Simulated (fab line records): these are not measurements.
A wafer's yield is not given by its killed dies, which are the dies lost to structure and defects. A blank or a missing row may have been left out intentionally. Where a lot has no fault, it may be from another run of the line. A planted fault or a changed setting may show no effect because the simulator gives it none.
Matching of chambers	flow n5_finfet	N5_MOL_CONTACT_COAG_CMP_52 on cmp-03: 4 sister chambers
The step polishes, stops on SiO2, t overpolish 1.5 s, target thk 66.5 nm. 4 wafers are shown with their chamber, then 10 later ones without.

WAFERS PAIRED WITH THEIR CHAMBERS
wafer	chamber	motor_current_A (A)
L079.4	1	12.8
L081.4	2	12.1
L082.1	3	10.5
L082.2	0	10.9

WAFERS WHOSE CHAMBER IS MISSING
wafer	motor_current_A (A)
L082.4	12.4
L087.2	11.8
L087.3	12.2
L087.4	10.9
L089.2	12.0
L089.4	11.9
L089.5	11.6
L095.3	11.8
L095.4	11.1
L095.5	10.7

WHICH CHAMBER EACH WENT THROUGH
wafer	from the rows above	in truth
L082.4	can't be placed: 2 or 1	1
L087.2	2	2
L087.3	can't be placed: 2 or 1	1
L087.4	can't be placed: 0 or 3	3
L089.2	2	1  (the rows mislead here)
L089.4	2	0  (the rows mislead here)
L089.5	can't be placed: 2 or 0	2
L095.3	2	2
L095.4	can't be placed: 0 or 3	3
L095.5	can't be placed: 3 or 0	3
Correctly placed: 2 of 10. These rows do not allow placing 6 (true chamber among the candidates in 6). Placed wrongly: 2.
How it was worked out, from the rows above alone: a wafer's distance from a chamber is the root of the sum, over the readings, of the square of ((its reading less the chamber's mean) divided by the reading's scatter). If the next closest chamber is less than 2 further off than the closest, the wafer can't be placed; otherwise it belongs to the closest. A chamber's mean is the mean of its shown wafers. The scatter (one wafer shown for each chamber): square how far every hidden wafer sits from the nearest shown wafer, average those squares and take the square root.
